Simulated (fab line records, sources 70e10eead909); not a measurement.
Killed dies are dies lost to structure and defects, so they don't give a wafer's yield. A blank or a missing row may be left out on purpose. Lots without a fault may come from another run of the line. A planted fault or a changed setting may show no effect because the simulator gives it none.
Chamber matching | flow nand_harc | NHARC_P_ZERO_WELL_ETCH_63 on rie_si-06: 4 sister chambers
The step etches the open film in HBr/Cl2, target depth 120 nm, time 40.1 s. 4 wafers are shown with their chamber, then 8 later ones without.

WAFERS WITH THEIR CHAMBER
wafer  | chamber | hbr_flow_sccm (sccm)
L085.1 | 2       | 149.1
L092.1 | 0       | 150.1
L092.5 | 3       | 149.6
L094.1 | 1       | 150.5

WAFERS WITHOUT THEIR CHAMBER
wafer  | hbr_flow_sccm (sccm)
L094.3 | 150.5
L094.4 | 150.3
L095.1 | 150.0
L095.3 | 150.4
L095.4 | 150.4
L096.1 | 149.8
L096.4 | 149.5
L096.6 | 149.3

WHICH CHAMBER EACH WENT THROUGH
wafer  | from the rows above     | in truth
L094.3 | 1                       | 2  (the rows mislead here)
L094.4 | can't be placed: 1 or 0 | 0
L095.1 | 0                       | 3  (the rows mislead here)
L095.3 | can't be placed: 1 or 0 | 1
L095.4 | can't be placed: 1 or 0 | 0
L096.1 | can't be placed: 3 or 0 | 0
L096.4 | 3                       | 3
L096.6 | can't be placed: 2 or 3 | 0
Placed correctly: 1 of 8. Can't be placed from these rows: 5 (the true chamber is among the candidates in 4). Placed wrongly: 2.
How it was worked out, from the rows above alone: a wafer's distance from a chamber is the root of the sum, over the readings, of the square of ((its reading less the chamber's mean) divided by the reading's scatter). The wafer belongs to the nearest chamber; if the next one is less than 2 further off, it can't be placed. A chamber's mean is the mean of its shown wafers. The scatter: with one shown wafer a chamber, the root of the mean of the squares of how far each hidden wafer lies from its nearest shown one.
